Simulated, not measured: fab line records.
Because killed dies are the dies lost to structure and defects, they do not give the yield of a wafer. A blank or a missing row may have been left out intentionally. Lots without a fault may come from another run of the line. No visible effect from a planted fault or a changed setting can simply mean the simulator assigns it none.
What tool caused it?    flow n5Finfet    27 wafers from 9 lots sampled at 5 of the route's 1938 steps

## WHAT THE GAUGES READ, wafer by wafer
N5_BEOL_M4_RC_MEAS_101.
lot   measured      on         DIBL_N (mV/V)
L776  day 8 02:04   prober-01  37.6 37.6 37.4
L777  day 8 01:47   prober-02  34.2 36.8 33.5
L785  day 9 22:13   prober-01  35.6 34.5 36.8
L786  day 10 13:11  prober-02  37.6 39.3 37.1
L790  day 11 06:25  prober-01  36.4 34.8 36.8
L792  day 12 05:56  prober-02  34.3 35.7 32.6
L796  day 12 23:07  prober-02  33.4 34.2 37.0
L798  day 13 08:04  prober-02  35.3 34.6 34.8
L799  day 13 14:23  prober-01  34.1 36.1 35.6

## WHAT TOOL EACH LOT RAN ON (gives the tool, then ch and the chambers of the sampled wafers, and finally the start)
lot   N5_ILD0_CMP_12                N5_SDB_STRIP_21                   N5_SDB_CMP_30                 N5_HKMG_FIN_HK_ALD_01
L776  cmp-04 ch 0,1,2, day 3 17:41  rieDiel-04 ch 1,2, day 3 18:47    cmp-03 ch 0,1,3, day 3 22:22  aldHk-01 ch 1,2,3, day 3 23:12
L777  cmp-04 ch 0,2,3, day 4 00:44  rieDiel-04 ch 0,3, day 4 02:11    cmp-01 ch 0,2, day 4 05:54    aldHk-02 ch 2,3, day 4 06:56
L785  cmp-03 ch 0,1, day 6 00:01    rieDiel-02 ch 0,1, day 6 01:11    cmp-03 ch 0,3, day 6 04:47    aldHk-03 ch 0,1,3, day 6 05:44
L786  cmp-04 ch 1,2, day 6 05:08    rieDiel-03 ch 1,2, day 6 06:35    cmp-02 ch 0,2, day 6 09:56    aldHk-03 ch 0,1,3, day 6 10:49
L790  cmp-03 ch 0,1, day 7 10:28    rieDiel-02 ch 1,2, day 7 11:28    cmp-03 ch 0,1,2, day 7 14:52  aldHk-03 ch 2,3, day 7 16:01
L792  cmp-04 ch 0,3, day 7 18:21    rieDiel-02 ch 0,1, day 7 19:29    cmp-03 ch 0,1,3, day 7 22:53  aldHk-01 ch 0,1, day 7 23:43
L796  cmp-03 ch 1,2, day 8 18:02    rieDiel-04 ch 0,3, day 8 19:07    cmp-01 ch 0,1,2, day 8 23:25  aldHk-03 ch 2,3, day 9 00:13
L798  cmp-04 ch 1,3, day 9 05:12    rieDiel-04 ch 0,1, day 9 06:11    cmp-01 ch 0,1,2, day 9 09:43  aldHk-01 ch 0,1,2, day 9 10:37
L799  cmp-01 ch 0,1,2, day 9 16:36  rieDiel-02 ch 1,2,3, day 9 18:07  cmp-02 ch 0,2,3, day 9 21:40  aldHk-01 ch 1,2,3, day 9 22:38
- N5_ILD0_CMP_12: polishes SiNx, stops on poly-Si, t overpolish 6 s, target thk 17.67 nm.
- N5_SDB_STRIP_21: strips in CF4.
- N5_SDB_CMP_30: polishes, stops on poly-Si, t overpolish 1.54 s, target thk 30 nm.
- N5_HKMG_FIN_HK_ALD_01: deposits HfO2, target thk 1.6 nm, pulse time 3 s, purge time 3 s.

## THE ANSWER, worked out from the rows above alone
Rule: the usual values come from the lots themselves. The widest of any qualifying gaps counts: lots, ordered by their means at a reading, are off when they make up no more than a third of the lots, leave a main group of 4 or more, and stand apart from it by 3 or more times the standard deviation of that group's means. The tables above print the reading to a certain number of digits; a main group whose means all agree to those digits is not used. A lot without any number at a reading at which 4 lots or more have one is off too. Where the step has rows for the other lots, those lots are counted as sound.
No lot is off at any reading shown: from this, nothing can be told.

## WHAT THE SIMULATOR HAD PUT IN
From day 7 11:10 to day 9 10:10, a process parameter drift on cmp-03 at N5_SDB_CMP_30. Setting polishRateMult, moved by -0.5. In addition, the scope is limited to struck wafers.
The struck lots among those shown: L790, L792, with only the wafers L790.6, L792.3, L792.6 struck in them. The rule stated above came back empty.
